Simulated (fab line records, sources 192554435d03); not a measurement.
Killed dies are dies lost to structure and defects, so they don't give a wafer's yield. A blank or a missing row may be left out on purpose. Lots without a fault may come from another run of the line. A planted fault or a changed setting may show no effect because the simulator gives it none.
Chamber matching | flow n5_finfet | N5_DUMMY_REMOVAL_HM_STRIP_01 on rie_diel-03: 4 sister chambers
The step strips SiNx in CH3F/O2, stops on poly-Si, target depth 4 nm, time 6.8 s. 4 wafers are shown with their chamber, then 9 later ones without.

WAFERS WITH THEIR CHAMBER
wafer  | chamber | showerhead_plenum_p_Torr (Torr)
L085.2 | 3       | 1.91
L087.2 | 2       | 1.98
L087.3 | 0       | 2.03
L087.4 | 1       | 1.91

WAFERS WITHOUT THEIR CHAMBER
wafer  | showerhead_plenum_p_Torr (Torr)
L090.1 | 1.91
L090.2 | 2.03
L090.3 | 1.97
L094.2 | 1.90
L094.3 | 2.03
L094.5 | 2.03
L097.2 | 1.90
L097.5 | 1.90
L097.6 | 1.97

WHICH CHAMBER EACH WENT THROUGH
wafer  | from the rows above     | in truth
L090.1 | can't be placed: 1 or 3 | 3
L090.2 | 0                       | 0
L090.3 | 2                       | 2
L094.2 | can't be placed: 1 or 3 | 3
L094.3 | 0                       | 0
L094.5 | 0                       | 0
L097.2 | can't be placed: 1 or 3 | 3
L097.5 | can't be placed: 1 or 3 | 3
L097.6 | 2                       | 2
Placed correctly: 5 of 9. Can't be placed from these rows: 4 (the true chamber is among the candidates in 4). Placed wrongly: 0.
How it was worked out, from the rows above alone: a wafer's distance from a chamber is the root of the sum, over the readings, of the square of ((its reading less the chamber's mean) divided by the reading's scatter). The wafer belongs to the nearest chamber; if the next one is less than 2 further off, it can't be placed. A chamber's mean is the mean of its shown wafers. The scatter: with one shown wafer a chamber, the root of the mean of the squares of how far each hidden wafer lies from its nearest shown one.
